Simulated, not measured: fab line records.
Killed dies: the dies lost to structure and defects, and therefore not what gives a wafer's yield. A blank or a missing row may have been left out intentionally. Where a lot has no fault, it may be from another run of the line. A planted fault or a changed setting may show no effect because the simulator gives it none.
Which tool is to blame? || flow n5 finfet || 72 wafers from 24 lots sampled at 5 of the route's 1938 steps

WHAT THE GAUGES READ, wafer by wafer
N5_BEOL_M7_OVL_MEAS_12. Usual: M7_OVL gives 0.5 nm (standard deviation 0.72).
{"lot": "L074", "measured": "day 9 00:08", "on": "overlay-02", "M7_OVL (nm)": "0.4 1.0 1.6", "flag": ""}
{"lot": "L075", "measured": "day 9 05:07", "on": "overlay-02", "M7_OVL (nm)": "-0.2 -0.9 0.5", "flag": ""}
{"lot": "L076", "measured": "day 9 13:22", "on": "overlay-01", "M7_OVL (nm)": "0.6 1.0 2.2", "flag": ""}
{"lot": "L077", "measured": "day 9 21:53", "on": "overlay-02", "M7_OVL (nm)": "1.1 1.1 0.6", "flag": ""}
{"lot": "L078", "measured": "day 10 03:40", "on": "overlay-02", "M7_OVL (nm)": "-0.9 -0.4 -0.2", "flag": ""}
{"lot": "L079", "measured": "day 10 08:29", "on": "overlay-01", "M7_OVL (nm)": "0.8 1.5 1.0", "flag": ""}
{"lot": "L081", "measured": "day 11 04:11", "on": "overlay-01", "M7_OVL (nm)": "0.8 1.0 1.1", "flag": ""}
{"lot": "L080", "measured": "day 11 20:49", "on": "overlay-01", "M7_OVL (nm)": "2.0 3.2 1.3", "flag": ""}
{"lot": "L083", "measured": "day 12 02:03", "on": "overlay-01", "M7_OVL (nm)": "1.0 0.1 0.5", "flag": ""}
{"lot": "L082", "measured": "day 12 12:09", "on": "overlay-02", "M7_OVL (nm)": "0.0 -0.8 1.0", "flag": ""}
{"lot": "L085", "measured": "day 12 15:23", "on": "overlay-02", "M7_OVL (nm)": "-0.2 -0.5 -0.5", "flag": ""}
{"lot": "L086", "measured": "day 12 23:43", "on": "overlay-01", "M7_OVL (nm)": "0.6 0.0 -0.2", "flag": ""}
{"lot": "L087", "measured": "day 12 23:53", "on": "overlay-01", "M7_OVL (nm)": "-0.3 -0.1 -0.7", "flag": ""}
{"lot": "L084", "measured": "day 13 02:44", "on": "overlay-01", "M7_OVL (nm)": "1.1 0.2 1.4", "flag": ""}
{"lot": "L089", "measured": "day 13 20:19", "on": "overlay-02", "M7_OVL (nm)": "0.3 0.4 -0.2", "flag": ""}
{"lot": "L088", "measured": "day 14 01:15", "on": "overlay-01", "M7_OVL (nm)": "0.3 0.6 1.1", "flag": ""}
{"lot": "L091", "measured": "day 14 05:06", "on": "overlay-02", "M7_OVL (nm)": "-0.4 0.3 0.5", "flag": ""}
{"lot": "L094", "measured": "day 14 08:49", "on": "overlay-01", "M7_OVL (nm)": "-0.2 0.5 0.9", "flag": ""}
{"lot": "L090", "measured": "day 14 14:34", "on": "overlay-01", "M7_OVL (nm)": "0.2 1.0 0.1", "flag": ""}
{"lot": "L093", "measured": "day 15 00:26", "on": "overlay-02", "M7_OVL (nm)": "1.1 -0.2 1.4", "flag": ""}
{"lot": "L096", "measured": "day 15 02:14", "on": "overlay-01", "M7_OVL (nm)": "0.2 -0.2 0.0", "flag": ""}
{"lot": "L092", "measured": "day 15 04:25", "on": "overlay-01", "M7_OVL (nm)": "-0.2 1.0 -0.1", "flag": ""}
{"lot": "L095", "measured": "day 15 07:52", "on": "overlay-02", "M7_OVL (nm)": "1.2 -0.2 0.8", "flag": ""}
{"lot": "L097", "measured": "day 15 15:53", "on": "overlay-02", "M7_OVL (nm)": "0.8 1.1 1.0", "flag": ""}

N5_BEOL_M8_CD_MEAS_18: pitch 80 nm, target cd 40 nm. Usual: cd nm at 40.2 nm, with a standard deviation of 0.55.
{"lot": "L074", "measured": "day 9 13:01", "on": "cd sem-03", "cd nm (nm)": "40.7 40.5 39.9", "flag": ""}
{"lot": "L075", "measured": "day 9 22:32", "on": "cd sem-01", "cd nm (nm)": "39.8 39.9 40.1", "flag": ""}
{"lot": "L076", "measured": "day 9 22:58", "on": "cd sem-02", "cd nm (nm)": "41.4 39.8 40.9", "flag": ""}
{"lot": "L077", "measured": "day 10 04:26", "on": "cd sem-03", "cd nm (nm)": "39.7 39.8 40.0", "flag": ""}
{"lot": "L078", "measured": "day 10 13:33", "on": "cd sem-01", "cd nm (nm)": "39.7 39.8 39.4", "flag": ""}
{"lot": "L079", "measured": "day 10 22:56", "on": "cd sem-01", "cd nm (nm)": "40.3 40.9 41.8", "flag": ""}
{"lot": "L081", "measured": "day 11 11:11", "on": "cd sem-01", "cd nm (nm)": "39.6 39.7 40.6", "flag": ""}
{"lot": "L080", "measured": "day 12 07:19", "on": "cd sem-02", "cd nm (nm)": "39.6 40.4 39.9", "flag": ""}
{"lot": "L083", "measured": "day 12 10:53", "on": "cd sem-01", "cd nm (nm)": "39.7 39.7 40.3", "flag": ""}
{"lot": "L082", "measured": "day 12 19:22", "on": "cd sem-02", "cd nm (nm)": "40.0 39.3 39.1", "flag": ""}
{"lot": "L085", "measured": "day 13 00:26", "on": "cd sem-01", "cd nm (nm)": "40.9 40.7 40.2", "flag": ""}
{"lot": "L086", "measured": "day 13 08:26", "on": "cd sem-01", "cd nm (nm)": "40.4 40.4 40.9", "flag": ""}
{"lot": "L087", "measured": "day 13 08:13", "on": "cd sem-01", "cd nm (nm)": "40.8 40.2 41.0", "flag": ""}
{"lot": "L084", "measured": "day 13 11:53", "on": "cd sem-01", "cd nm (nm)": "39.9 39.2 40.8", "flag": ""}
{"lot": "L089", "measured": "day 14 06:06", "on": "cd sem-02", "cd nm (nm)": "40.2 39.4 39.9", "flag": ""}
{"lot": "L088", "measured": "day 14 11:35", "on": "cd sem-02", "cd nm (nm)": "40.8 40.5 40.1", "flag": ""}
{"lot": "L091", "measured": "day 14 11:52", "on": "cd sem-03", "cd nm (nm)": "39.9 39.5 40.4", "flag": ""}
{"lot": "L094", "measured": "day 14 19:13", "on": "cd sem-03", "cd nm (nm)": "40.2 40.0 39.5", "flag": ""}
{"lot": "L090", "measured": "day 15 02:04", "on": "cd sem-03", "cd nm (nm)": "39.9 40.1 39.9", "flag": ""}
{"lot": "L093", "measured": "day 15 12:16", "on": "cd sem-01", "cd nm (nm)": "40.0 39.8 40.0", "flag": ""}
{"lot": "L096", "measured": "day 15 08:23", "on": "cd sem-03", "cd nm (nm)": "40.8 39.8 40.3", "flag": ""}
{"lot": "L092", "measured": "day 15 13:38", "on": "cd sem-01", "cd nm (nm)": "39.6 40.1 39.7", "flag": ""}
{"lot": "L095", "measured": "day 15 16:46", "on": "cd sem-02", "cd nm (nm)": "40.5 40.8 40.2", "flag": ""}
{"lot": "L097", "measured": "day 16 00:59", "on": "cd sem-01", "cd nm (nm)": "40.9 40.0 40.9", "flag": ""}

N5_BEOL_M8_CD_MEAS_28: the cd target is 40 nm. Usual: cd nm at 40.01 nm, with a standard deviation of 0.26.
{"lot": "L074", "measured": "day 9 13:28", "on": "cd sem-02", "cd nm (nm)": "39.80 40.09 39.65", "flag": ""}
{"lot": "L075", "measured": "day 9 22:58", "on": "cd sem-01", "cd nm (nm)": "40.21 40.37 40.06", "flag": ""}
{"lot": "L076", "measured": "day 9 23:24", "on": "cd sem-01", "cd nm (nm)": "39.81 40.05 39.90", "flag": ""}
{"lot": "L077", "measured": "day 10 06:36", "on": "cd sem-01", "cd nm (nm)": "40.21 39.76 40.09", "flag": ""}
{"lot": "L078", "measured": "day 10 16:07", "on": "cd sem-01", "cd nm (nm)": "39.82 40.18 40.27", "flag": ""}
{"lot": "L079", "measured": "day 11 01:43", "on": "cd sem-02", "cd nm (nm)": "40.44 40.14 40.58", "flag": ""}
{"lot": "L081", "measured": "day 11 12:27", "on": "cd sem-01", "cd nm (nm)": "40.22 39.80 39.88", "flag": ""}
{"lot": "L080", "measured": "day 12 09:23", "on": "cd sem-03", "cd nm (nm)": "39.85 39.80 39.63", "flag": ""}
{"lot": "L083", "measured": "day 12 11:11", "on": "cd sem-01", "cd nm (nm)": "39.71 40.15 39.82", "flag": ""}
{"lot": "L082", "measured": "day 12 19:47", "on": "cd sem-01", "cd nm (nm)": "39.77 39.98 39.91", "flag": ""}
{"lot": "L085", "measured": "day 13 02:07", "on": "cd sem-02", "cd nm (nm)": "39.94 40.20 39.76", "flag": ""}
{"lot": "L086", "measured": "day 13 09:44", "on": "cd sem-01", "cd nm (nm)": "40.09 40.32 40.20", "flag": ""}
{"lot": "L087", "measured": "day 13 09:40", "on": "cd sem-03", "cd nm (nm)": "39.94 39.81 39.90", "flag": ""}
{"lot": "L084", "measured": "day 13 13:58", "on": "cd sem-02", "cd nm (nm)": "39.93 40.18 39.95", "flag": ""}
{"lot": "L089", "measured": "day 14 06:40", "on": "cd sem-01", "cd nm (nm)": "39.80 40.11 39.81", "flag": ""}
{"lot": "L088", "measured": "day 14 13:32", "on": "cd sem-02", "cd nm (nm)": "39.98 40.30 39.69", "flag": ""}
{"lot": "L091", "measured": "day 14 13:43", "on": "cd sem-02", "cd nm (nm)": "39.89 39.57 39.88", "flag": ""}
{"lot": "L094", "measured": "day 14 20:55", "on": "cd sem-03", "cd nm (nm)": "40.34 39.66 40.12", "flag": ""}
{"lot": "L090", "measured": "day 15 03:19", "on": "cd sem-01", "cd nm (nm)": "39.62 40.12 39.92", "flag": ""}
{"lot": "L093", "measured": "day 15 15:54", "on": "cd sem-02", "cd nm (nm)": "39.68 40.05 39.92", "flag": ""}
{"lot": "L096", "measured": "day 15 10:02", "on": "cd sem-02", "cd nm (nm)": "40.23 39.85 39.99", "flag": ""}
{"lot": "L092", "measured": "day 15 14:49", "on": "cd sem-03", "cd nm (nm)": "40.01 40.12 40.01", "flag": ""}
{"lot": "L095", "measured": "day 15 19:21", "on": "cd sem-01", "cd nm (nm)": "40.58 40.33 39.54", "flag": ""}
{"lot": "L097", "measured": "day 16 04:47", "on": "cd sem-02", "cd nm (nm)": "40.41 40.23 40.43", "flag": ""}

TOOL THAT RAN EACH LOT (tool first, then ch and the chambers of the sampled wafers, then the start)
{"lot": "L074", "N5_BEOL_M7_STRIP_80": "rie diel-04 ch 0,2,3, day 9 04:27 or earlier", "N5_BEOL_M7_ALD_77": "ald metal-03 ch 1,2, day 9 04:27"}
{"lot": "L075", "N5_BEOL_M7_STRIP_80": "rie diel-01 ch 2, day 9 13:56 or earlier", "N5_BEOL_M7_ALD_77": "ald metal-01 ch 0,1,2, day 9 13:56"}
{"lot": "L076", "N5_BEOL_M7_STRIP_80": "rie diel-04 ch 1,2, day 9 16:36 or earlier", "N5_BEOL_M7_ALD_77": "ald metal-03 ch 1,2,3, day 9 16:36"}
{"lot": "L077", "N5_BEOL_M7_STRIP_80": "rie diel-04 ch 1,2,3, day 10 00:18 or earlier", "N5_BEOL_M7_ALD_77": "ald metal-01 ch 0,1,2, day 10 00:18"}
{"lot": "L078", "N5_BEOL_M7_STRIP_80": "rie diel-03 ch 0,2,3, day 10 09:02 or earlier", "N5_BEOL_M7_ALD_77": "ald metal-02 ch 0,1, day 10 09:02"}
{"lot": "L079", "N5_BEOL_M7_STRIP_80": "rie diel-03 ch 0,1,3, day 10 17:44 or earlier", "N5_BEOL_M7_ALD_77": "ald metal-01 ch 1,2,3, day 10 17:44"}
{"lot": "L081", "N5_BEOL_M7_STRIP_80": "rie diel-04 ch 2,3, day 11 07:11 or earlier", "N5_BEOL_M7_ALD_77": "ald metal-03 ch 0,1,3, day 11 07:11"}
{"lot": "L080", "N5_BEOL_M7_STRIP_80": "rie diel-01 ch 1,2,3, day 12 02:32 or earlier", "N5_BEOL_M7_ALD_77": "ald metal-03 ch 1,3, day 12 02:32"}
{"lot": "L083", "N5_BEOL_M7_STRIP_80": "rie diel-03 ch 0,2,3, day 12 06:07 or earlier", "N5_BEOL_M7_ALD_77": "ald metal-02 ch 0,2,3, day 12 06:07"}
{"lot": "L082", "N5_BEOL_M7_STRIP_80": "rie diel-03 ch 0,1,2, day 12 15:17 or earlier", "N5_BEOL_M7_ALD_77": "ald metal-02 ch 0,1,3, day 12 15:17"}
{"lot": "L085", "N5_BEOL_M7_STRIP_80": "rie diel-03 ch 0,1,3, day 12 19:11 or earlier", "N5_BEOL_M7_ALD_77": "ald metal-02 ch 0,2,3, day 12 19:11"}
{"lot": "L086", "N5_BEOL_M7_STRIP_80": "rie diel-03 ch 0,1,2, day 13 03:37 or earlier", "N5_BEOL_M7_ALD_77": "ald metal-02 ch 1,2,3, day 13 03:37"}
{"lot": "L087", "N5_BEOL_M7_STRIP_80": "rie diel-01 ch 2,3, day 13 03:47 or earlier", "N5_BEOL_M7_ALD_77": "ald metal-01 ch 0,1, day 13 03:47"}
{"lot": "L084", "N5_BEOL_M7_STRIP_80": "rie diel-01 ch 1,2,3, day 13 06:40 or earlier", "N5_BEOL_M7_ALD_77": "ald metal-02 ch 2,3, day 13 06:40"}
{"lot": "L089", "N5_BEOL_M7_STRIP_80": "rie diel-03 ch 2,3, day 14 01:40 or earlier", "N5_BEOL_M7_ALD_77": "ald metal-02 ch 0,1, day 14 01:40"}
{"lot": "L088", "N5_BEOL_M7_STRIP_80": "rie diel-03 ch 0,3, day 14 05:28 or earlier", "N5_BEOL_M7_ALD_77": "ald metal-02 ch 2,3, day 14 05:28"}
{"lot": "L091", "N5_BEOL_M7_STRIP_80": "rie diel-01 ch 0,1,3, day 14 07:46 or earlier", "N5_BEOL_M7_ALD_77": "ald metal-02 ch 0,1,2, day 14 07:46"}
{"lot": "L094", "N5_BEOL_M7_STRIP_80": "rie diel-04 ch 1,3, day 14 12:00 or earlier", "N5_BEOL_M7_ALD_77": "ald metal-03 ch 1,2, day 14 12:00"}
{"lot": "L090", "N5_BEOL_M7_STRIP_80": "rie diel-04 ch 0,1,2, day 14 18:46 or earlier", "N5_BEOL_M7_ALD_77": "ald metal-02 ch 0,1,2, day 14 18:46"}
{"lot": "L093", "N5_BEOL_M7_STRIP_80": "rie diel-01 ch 2,3, day 15 05:23 or earlier", "N5_BEOL_M7_ALD_77": "ald metal-02 ch 0,1, day 15 05:23"}
{"lot": "L096", "N5_BEOL_M7_STRIP_80": "rie diel-01 ch 1,2,3, day 15 04:23 or earlier", "N5_BEOL_M7_ALD_77": "ald metal-02 ch 0,2,3, day 15 04:23"}
{"lot": "L092", "N5_BEOL_M7_STRIP_80": "rie diel-01 ch 0,1,2, day 15 07:22 or earlier", "N5_BEOL_M7_ALD_77": "ald metal-02 ch 2,3, day 15 07:22"}
{"lot": "L095", "N5_BEOL_M7_STRIP_80": "rie diel-01 ch 0,1,2, day 15 11:56 or earlier", "N5_BEOL_M7_ALD_77": "ald metal-02 ch 1,2,3, day 15 11:56"}
{"lot": "L097", "N5_BEOL_M7_STRIP_80": "rie diel-04 ch 1,2,3, day 15 19:58 or earlier", "N5_BEOL_M7_ALD_77": "ald metal-01 ch 0,3, day 15 19:58"}
- N5_BEOL_M7_STRIP_80: strips in N2/H2, time 10 s.
- N5_BEOL_M7_ALD_77: deposits TaN, target thk 2 nm, pulse time 2 s, purge time 3 s.

AS READ BY THE TOOLS THEMSELVES (means over the sampled wafers that have a number; for cases with no such wafer, the mark the record gives instead)
N5_BEOL_M7_STRIP_80. Usual: drypump motor current A 5.8 A, standard deviation 0.7; n2 flow sccm 200.0 sccm, standard deviation 0.66; oes product au 0.75 a.u., standard deviation 0.059; rf vpp V 59.1 V, standard deviation 0.89; showerhead plenum p Torr 2.51 Torr, standard deviation 0.075; throttle valve pct 23.53 %, standard deviation 0.27.
{"lot": "L074", "tool": "rie diel-04", "drypump motor current A (A)": 6.2, "n2 flow sccm (sccm)": 200.0, "oes product au (a.u.)": 0.81, "rf vpp V (V)": 58.5, "showerhead plenum p Torr (Torr)": 2.53, "throttle valve pct (%)": 23.39, "flag": ""}
{"lot": "L075", "tool": "rie diel-01", "drypump motor current A (A)": 5.2, "n2 flow sccm (sccm)": 200.5, "oes product au (a.u.)": 0.71, "rf vpp V (V)": 59.7, "showerhead plenum p Torr (Torr)": 2.53, "throttle valve pct (%)": 23.40, "flag": ""}
{"lot": "L076", "tool": "rie diel-04", "drypump motor current A (A)": 5.9, "n2 flow sccm (sccm)": 199.8, "oes product au (a.u.)": 0.83, "rf vpp V (V)": 59.8, "showerhead plenum p Torr (Torr)": 2.53, "throttle valve pct (%)": 23.25, "flag": ""}
{"lot": "L077", "tool": "rie diel-04", "drypump motor current A (A)": 6.0, "n2 flow sccm (sccm)": 199.6, "oes product au (a.u.)": 0.82, "rf vpp V (V)": 59.3, "showerhead plenum p Torr (Torr)": 2.53, "throttle valve pct (%)": 23.46, "flag": ""}
{"lot": "L078", "tool": "rie diel-03", "drypump motor current A (A)": 6.5, "n2 flow sccm (sccm)": 199.7, "oes product au (a.u.)": 0.76, "rf vpp V (V)": 58.8, "showerhead plenum p Torr (Torr)": 2.50, "throttle valve pct (%)": 23.70, "flag": ""}
{"lot": "L079", "tool": "rie diel-03", "drypump motor current A (A)": 6.1, "n2 flow sccm (sccm)": 200.7, "oes product au (a.u.)": 0.78, "rf vpp V (V)": 58.3, "showerhead plenum p Torr (Torr)": 2.55, "throttle valve pct (%)": 23.44, "flag": ""}
{"lot": "L081", "tool": "rie diel-04", "drypump motor current A (A)": 6.6, "n2 flow sccm (sccm)": 199.5, "oes product au (a.u.)": 0.85, "rf vpp V (V)": 59.4, "showerhead plenum p Torr (Torr)": 2.47, "throttle valve pct (%)": 23.25, "flag": ""}
{"lot": "L080", "tool": "rie diel-01", "drypump motor current A (A)": 5.5, "n2 flow sccm (sccm)": 199.8, "oes product au (a.u.)": 0.74, "rf vpp V (V)": 59.1, "showerhead plenum p Torr (Torr)": 2.46, "throttle valve pct (%)": 23.59, "flag": ""}
{"lot": "L083", "tool": "rie diel-03", "drypump motor current A (A)": 6.5, "n2 flow sccm (sccm)": 200.7, "oes product au (a.u.)": 0.74, "rf vpp V (V)": 58.3, "showerhead plenum p Torr (Torr)": 2.49, "throttle valve pct (%)": 23.72, "flag": ""}
{"lot": "L082", "tool": "rie diel-03", "drypump motor current A (A)": 6.1, "n2 flow sccm (sccm)": 200.7, "oes product au (a.u.)": 0.78, "rf vpp V (V)": 58.8, "showerhead plenum p Torr (Torr)": 2.50, "throttle valve pct (%)": 23.41, "flag": ""}
{"lot": "L085", "tool": "rie diel-03", "drypump motor current A (A)": 6.1, "n2 flow sccm (sccm)": 199.5, "oes product au (a.u.)": 0.77, "rf vpp V (V)": 60.0, "showerhead plenum p Torr (Torr)": 2.54, "throttle valve pct (%)": 23.46, "flag": ""}
{"lot": "L086", "tool": "rie diel-03", "drypump motor current A (A)": 6.1, "n2 flow sccm (sccm)": 199.1, "oes product au (a.u.)": 0.77, "rf vpp V (V)": 58.7, "showerhead plenum p Torr (Torr)": 2.50, "throttle valve pct (%)": 23.41, "flag": ""}
{"lot": "L087", "tool": "rie diel-01", "drypump motor current A (A)": 5.6, "n2 flow sccm (sccm)": 200.6, "oes product au (a.u.)": 0.74, "rf vpp V (V)": 58.2, "showerhead plenum p Torr (Torr)": 2.50, "throttle valve pct (%)": 23.51, "flag": ""}
{"lot": "L084", "tool": "rie diel-01", "drypump motor current A (A)": 5.5, "n2 flow sccm (sccm)": 200.3, "oes product au (a.u.)": 0.73, "rf vpp V (V)": 59.0, "showerhead plenum p Torr (Torr)": 2.46, "throttle valve pct (%)": 23.59, "flag": ""}
{"lot": "L089", "tool": "rie diel-03", "drypump motor current A (A)": 6.5, "n2 flow sccm (sccm)": 199.8, "oes product au (a.u.)": 0.71, "rf vpp V (V)": 59.1, "showerhead plenum p Torr (Torr)": 2.47, "throttle valve pct (%)": 23.83, "flag": ""}
{"lot": "L088", "tool": "rie diel-03", "drypump motor current A (A)": 6.4, "n2 flow sccm (sccm)": 200.5, "oes product au (a.u.)": 0.75, "rf vpp V (V)": 59.9, "showerhead plenum p Torr (Torr)": 2.54, "throttle valve pct (%)": 23.68, "flag": ""}
{"lot": "L091", "tool": "rie diel-01", "drypump motor current A (A)": 5.7, "n2 flow sccm (sccm)": 200.0, "oes product au (a.u.)": 0.75, "rf vpp V (V)": 59.4, "showerhead plenum p Torr (Torr)": 2.47, "throttle valve pct (%)": 23.61, "flag": ""}
{"lot": "L094", "tool": "rie diel-04", "drypump motor current A (A)": 5.4, "n2 flow sccm (sccm)": 200.0, "oes product au (a.u.)": 0.74, "rf vpp V (V)": 58.8, "showerhead plenum p Torr (Torr)": 2.58, "throttle valve pct (%)": 23.72, "flag": ""}
{"lot": "L090", "tool": "rie diel-04", "drypump motor current A (A)": 5.5, "n2 flow sccm (sccm)": 199.6, "oes product au (a.u.)": 0.74, "rf vpp V (V)": 59.7, "showerhead plenum p Torr (Torr)": 2.57, "throttle valve pct (%)": 23.45, "flag": ""}
{"lot": "L093", "tool": "rie diel-01", "drypump motor current A (A)": 6.0, "n2 flow sccm (sccm)": 200.3, "oes product au (a.u.)": 0.77, "rf vpp V (V)": 59.6, "showerhead plenum p Torr (Torr)": 2.48, "throttle valve pct (%)": 23.59, "flag": ""}
{"lot": "L096", "tool": "rie diel-01", "drypump motor current A (A)": 5.5, "n2 flow sccm (sccm)": 200.6, "oes product au (a.u.)": 0.72, "rf vpp V (V)": 58.3, "showerhead plenum p Torr (Torr)": 2.45, "throttle valve pct (%)": 23.61, "flag": ""}
{"lot": "L092", "tool": "rie diel-01", "drypump motor current A (A)": 5.2, "n2 flow sccm (sccm)": 199.0, "oes product au (a.u.)": 0.70, "rf vpp V (V)": 58.8, "showerhead plenum p Torr (Torr)": 2.47, "throttle valve pct (%)": 23.55, "flag": ""}
{"lot": "L095", "tool": "rie diel-01", "drypump motor current A (A)": 5.2, "n2 flow sccm (sccm)": 199.9, "oes product au (a.u.)": 0.70, "rf vpp V (V)": 59.0, "showerhead plenum p Torr (Torr)": 2.47, "throttle valve pct (%)": 23.56, "flag": ""}
{"lot": "L097", "tool": "rie diel-04", "drypump motor current A (A)": 6.0, "n2 flow sccm (sccm)": 200.1, "oes product au (a.u.)": 0.77, "rf vpp V (V)": 59.5, "showerhead plenum p Torr (Torr)": 2.51, "throttle valve pct (%)": 23.52, "flag": ""}

N5_BEOL_M7_ALD_77. Usual: chamber pressure Torr 3.001 Torr, standard deviation 0.0074; heater power w 414 W, standard deviation 60.
{"lot": "L074", "tool": "ald metal-03", "chamber pressure Torr (Torr)": 3.003, "heater power w (W)": 472, "flag": ""}
{"lot": "L075", "tool": "ald metal-01", "chamber pressure Torr (Torr)": 2.997, "heater power w (W)": 419, "flag": ""}
{"lot": "L076", "tool": "ald metal-03", "chamber pressure Torr (Torr)": 3.005, "heater power w (W)": 411, "flag": ""}
{"lot": "L077", "tool": "ald metal-01", "chamber pressure Torr (Torr)": 3.002, "heater power w (W)": 425, "flag": ""}
{"lot": "L078", "tool": "ald metal-02", "chamber pressure Torr (Torr)": 3.001, "heater power w (W)": 429, "flag": ""}
{"lot": "L079", "tool": "ald metal-01", "chamber pressure Torr (Torr)": 3.005, "heater power w (W)": 393, "flag": ""}
{"lot": "L081", "tool": "ald metal-03", "chamber pressure Torr (Torr)": 3.002, "heater power w (W)": 378, "flag": ""}
{"lot": "L080", "tool": "ald metal-03", "chamber pressure Torr (Torr)": 2.993, "heater power w (W)": 356, "flag": ""}
{"lot": "L083", "tool": "ald metal-02", "chamber pressure Torr (Torr)": 2.996, "heater power w (W)": 410, "flag": ""}
{"lot": "L082", "tool": "ald metal-02", "chamber pressure Torr (Torr)": 2.998, "heater power w (W)": 396, "flag": ""}
{"lot": "L085", "tool": "ald metal-02", "chamber pressure Torr (Torr)": 3.001, "heater power w (W)": 409, "flag": ""}
{"lot": "L086", "tool": "ald metal-02", "chamber pressure Torr (Torr)": 3.002, "heater power w (W)": 421, "flag": ""}
{"lot": "L087", "tool": "ald metal-01", "chamber pressure Torr (Torr)": 3.002, "heater power w (W)": 414, "flag": ""}
{"lot": "L084", "tool": "ald metal-02", "chamber pressure Torr (Torr)": 3.008, "heater power w (W)": 373, "flag": ""}
{"lot": "L089", "tool": "ald metal-02", "chamber pressure Torr (Torr)": 2.997, "heater power w (W)": 423, "flag": ""}
{"lot": "L088", "tool": "ald metal-02", "chamber pressure Torr (Torr)": 3.003, "heater power w (W)": 373, "flag": ""}
{"lot": "L091", "tool": "ald metal-02", "chamber pressure Torr (Torr)": 3.002, "heater power w (W)": 460, "flag": ""}
{"lot": "L094", "tool": "ald metal-03", "chamber pressure Torr (Torr)": 2.997, "heater power w (W)": 416, "flag": ""}
{"lot": "L090", "tool": "ald metal-02", "chamber pressure Torr (Torr)": 3.009, "heater power w (W)": 459, "flag": ""}
{"lot": "L093", "tool": "ald metal-02", "chamber pressure Torr (Torr)": 3.005, "heater power w (W)": 448, "flag": ""}
{"lot": "L096", "tool": "ald metal-02", "chamber pressure Torr (Torr)": 2.998, "heater power w (W)": 408, "flag": ""}
{"lot": "L092", "tool": "ald metal-02", "chamber pressure Torr (Torr)": 3.005, "heater power w (W)": 436, "flag": ""}
{"lot": "L095", "tool": "ald metal-02", "chamber pressure Torr (Torr)": 3.000, "heater power w (W)": 422, "flag": ""}
{"lot": "L097", "tool": "ald metal-01", "chamber pressure Torr (Torr)": 3.007, "heater power w (W)": 380, "flag": ""}

THE ANSWER, worked out from the rows above alone
Rule: a lot counts as off when the mean over its wafers that have a number is more than 3 standard deviations away from the usual mean. Also off: a lot with no number at a reading for which 4 or more lots have one. Where the step has rows for the other lots, those lots are counted as sound. Order of review: gauges by route order, followed by the tools' own readings, for which a lot's mean as printed above is used. At the first step where some lot is off, the reading lying furthest off is the one used; lots without a number count as furthest.
No lot is off on any of the readings shown, so nothing can be concluded from this.

WHAT THE SIMULATOR HAD PUT IN
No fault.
